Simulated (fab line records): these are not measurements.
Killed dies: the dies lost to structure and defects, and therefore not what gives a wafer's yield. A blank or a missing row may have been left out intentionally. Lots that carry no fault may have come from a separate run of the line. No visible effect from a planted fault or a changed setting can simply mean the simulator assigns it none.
Matching of chambers	flow nand_harc	NHARC_A_DECK1_JOINT_CMP_02 on cmp-03 has 4 sister chambers
The step polishes SiOx. 8 wafers are shown with their chamber, then 8 later ones without.

== WAFERS, EACH WITH ITS CHAMBER ==
wafer	chamber	motor_current_A (A)	retaining_ring_pressure_frac
L965.2	1	12.3	0.997
L965.5	2	14.4	1.002
L975.2	1	11.4	1.001
L975.3	3	14.1	1.000
L976.1	2	13.8	1.006
L976.3	0	10.9	1.008
L976.5	3	14.4	0.993
L978.2	0	11.6	0.996

== WAFERS WITH NO CHAMBER GIVEN ==
wafer	motor_current_A (A)	retaining_ring_pressure_frac
L978.5	14.0	1.004
L978.6	11.8	1.005
L981.1	13.7	0.994
L981.3	13.9	0.994
L981.4	12.1	0.998
L984.1	10.9	1.005
L984.5	13.0	1.001
L984.6	14.4	0.995

== WHICH CHAMBER EACH WENT THROUGH ==
wafer	from the rows above	in truth
L978.5	can't be placed: 2 or 3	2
L978.6	can't be placed: 1 or 0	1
L981.1	can't be placed: 3 or 2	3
L981.3	can't be placed: 3 or 2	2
L981.4	can't be placed: 1 or 0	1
L984.1	can't be placed: 0 or 1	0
L984.5	can't be placed: 2 or 1 or 3 or 0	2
L984.6	can't be placed: 3 or 2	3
Placed correctly: 0 of 8. Can't be placed from these rows: 8 (the true chamber is among the candidates in 8). 0 placed wrongly.
How it was worked out, from the rows above alone: a wafer's distance from a chamber is the root of the sum, over the readings, of the square of ((its reading less the chamber's mean) divided by the reading's scatter). The wafer belongs to the nearest chamber; if the next one is less than 2 further off, it can't be placed. The mean given for a chamber averages the wafers shown for that chamber. How the scatter is found: for the shown wafers, subtract from each reading the mean of its chamber, square and add these, divide the total by (wafers less chambers), then take the root.
